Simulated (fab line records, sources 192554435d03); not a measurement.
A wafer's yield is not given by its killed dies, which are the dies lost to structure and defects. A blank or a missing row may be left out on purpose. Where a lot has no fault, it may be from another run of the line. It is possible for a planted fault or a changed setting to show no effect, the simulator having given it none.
Split-lot trial -- flow n5 finfet -- 39 wafers read across 7 lots, on a route 1938 steps long

## SPLIT DETAILS
At N5_BEOL_M6_HM_DEP_02 (deposits TiN, target thk 20 nm), the setting target thk a was moved away from the recipe's 200 angstrom on 9 of the 39 wafers read, by -15.9% to +44.8%. All remaining wafers had this setting at the recipe value.

## FROM THE SPLIT TO THE READING: what the file shows between them, 4 steps
- N5_BEOL_M6_COAT_59: time 60 s, resist thk 100 nm
- N5_BEOL_M6_COAT_60: time 60 s, resist thk 35 nm
- N5_BEOL_M6_STRIP_68: strips in N2/H2
- N5_BEOL_M6_STRIP_67: strips in CF4

## THE READING
etch.depth nm (the simulator's own value, which no gauge read), in nm, at N5_BEOL_M6_HM_OPEN_17 (chemistry Cl2/BCl3, target TiN, target depth 20 nm, overetch 6 nm). The file gives no usual value for it. Here, 30 wafers ran the recipe; their average is 19.96 nm with a standard deviation of 0.25 nm.

wafer,"tool, chamber at the split","target thk a as run, angstrom",against the recipe,"etch.depth nm, nm",against lot-mates on the recipe
L074.1,"pvd sputter-02, -",200,recipe,19.82,-
L074.2,"pvd sputter-02, -",168.1,-15.9%,16.74,-3.12
L074.3,"pvd sputter-02, -",168.1,-15.9%,16.77,-3.09
L074.4,"pvd sputter-02, -",168.1,-15.9%,16.72,-3.14
L074.5,"pvd sputter-02, -",200,recipe,19.83,-
L074.6,"pvd sputter-02, -",200,recipe,19.93,-
L075.1,"pvd sputter-02, -",200,recipe,19.61,-
L075.2,"pvd sputter-02, -",200,recipe,19.71,-
L075.3,"pvd sputter-02, -",200,recipe,19.7,-
L075.4,"pvd sputter-02, -",200,recipe,19.73,-
L075.5,"pvd sputter-02, -",200,recipe,19.75,-
L075.6,"pvd sputter-02, -",200,recipe,19.63,-
L078.1,"pvd sputter-01, -",200,recipe,20.3,-
L078.2,"pvd sputter-01, -",200,recipe,20.42,-
L078.3,"pvd sputter-01, -",200,recipe,20,-
L078.4,"pvd sputter-01, -",200,recipe,20.26,-
L078.5,"pvd sputter-01, -",200,recipe,20.5,-
L078.6,"pvd sputter-01, -",200,recipe,20.56,-
L083.1,"pvd sputter-03, -",200,recipe,19.83,-
L083.2,"pvd sputter-03, -",200,recipe,19.95,-
L083.3,"pvd sputter-03, -",289.7,+44.8%,26.76,+6.88
L083.4,"pvd sputter-03, -",200,recipe,19.86,-
L083.5,"pvd sputter-03, -",289.7,+44.8%,25.53,+5.65
L083.6,"pvd sputter-03, -",289.7,+44.8%,26.65,+6.77
L088.1,"pvd sputter-03, -",200,recipe,19.64,-
L088.2,"pvd sputter-03, -",200,recipe,19.72,-
L088.3,"pvd sputter-03, -",289.4,+44.7%,26.86,+7.10
L088.4,"pvd sputter-03, -",200,recipe,19.92,-
L088.5,"pvd sputter-03, -",289.4,+44.7%,26.91,+7.15
L088.6,"pvd sputter-03, -",289.4,+44.7%,26.69,+6.93
L089.2,"pvd sputter-01, -",200,recipe,20,-
L089.4,"pvd sputter-01, -",200,recipe,20.01,-
L089.5,"pvd sputter-01, -",200,recipe,20.14,-
L093.1,"pvd sputter-02, -",200,recipe,20.14,-
L093.2,"pvd sputter-02, -",200,recipe,19.96,-
L093.6,"pvd sputter-02, -",200,recipe,19.96,-
L093.3,"pvd sputter-02, -",200,recipe,20.01,-
L093.4,"pvd sputter-02, -",200,recipe,19.93,-
L093.5,"pvd sputter-02, -",200,recipe,19.94,-

FIT RESULTS
A straight line over all 39 wafers: etch.depth nm changes by +0.152 nm for each +1% of target thk a; r = +0.99; the points scatter about the line by 0.37 nm.
The same after taking each lot's own level away (the mean of its wafers on the recipe; 39 wafers): +0.155 nm for each +1%; r = +0.99; scatter 0.29 nm.
The reading moves by 6.9 nm for the largest change in target thk a, on that fit.
The span of the lots' own levels, 19.688 to 20.340 nm, comes to 2.6 times the standard deviation stated above.
So the lot-to-lot level changes the slope little: the two slopes agree.
Check: for one of the wafers moved furthest among these (+44.8%), held out of the fit, the line's prediction against its lot-mates is +6.86 nm. It came out at +6.88 nm against them.

## THESE WAFERS: OTHER SPLITS
Before the reading, these wafers also passed through other splits. Each is held against what the fit with the lots' levels taken away leaves over:
other split on the same wafers,wafers away from the commonest value,r with etch.depth nm (lot level and that fit taken away)
N5_BEOL_M1_TRENCH_ETCH_37 target depth a,15,+0.37
N5_BEOL_M2_TRENCH_ETCH_37 target depth a,15,+0.31
N5_BEOL_M3_ALD_84 ald cycles,12,-0.08

## THE WHOLE CHAIN: every reading that the file lists as answering this split, in the file's order
step,what it does,reading,change (the file's fit),r (the file's)
N5_BEOL_M6_HM_DEP_02,"deposits TiN, target thk 20 nm","TiN_of_BEOL_M6_HM_DEP_02.thk nm (the simulator's own value, which no gauge read)",+0.198 nm for each +1% of the setting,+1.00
N5_BEOL_M6_HM_OPEN_17,"chemistry Cl2/BCl3, target TiN, target depth 20 nm, overetch 6 nm","etch.depth nm (the simulator's own value, which no gauge read)",+0.153 nm for each +1% of the setting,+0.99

## FILE'S OWN FIT
etch.depth nm changes by +0.153 nm for each +1% of target thk a, r = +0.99.
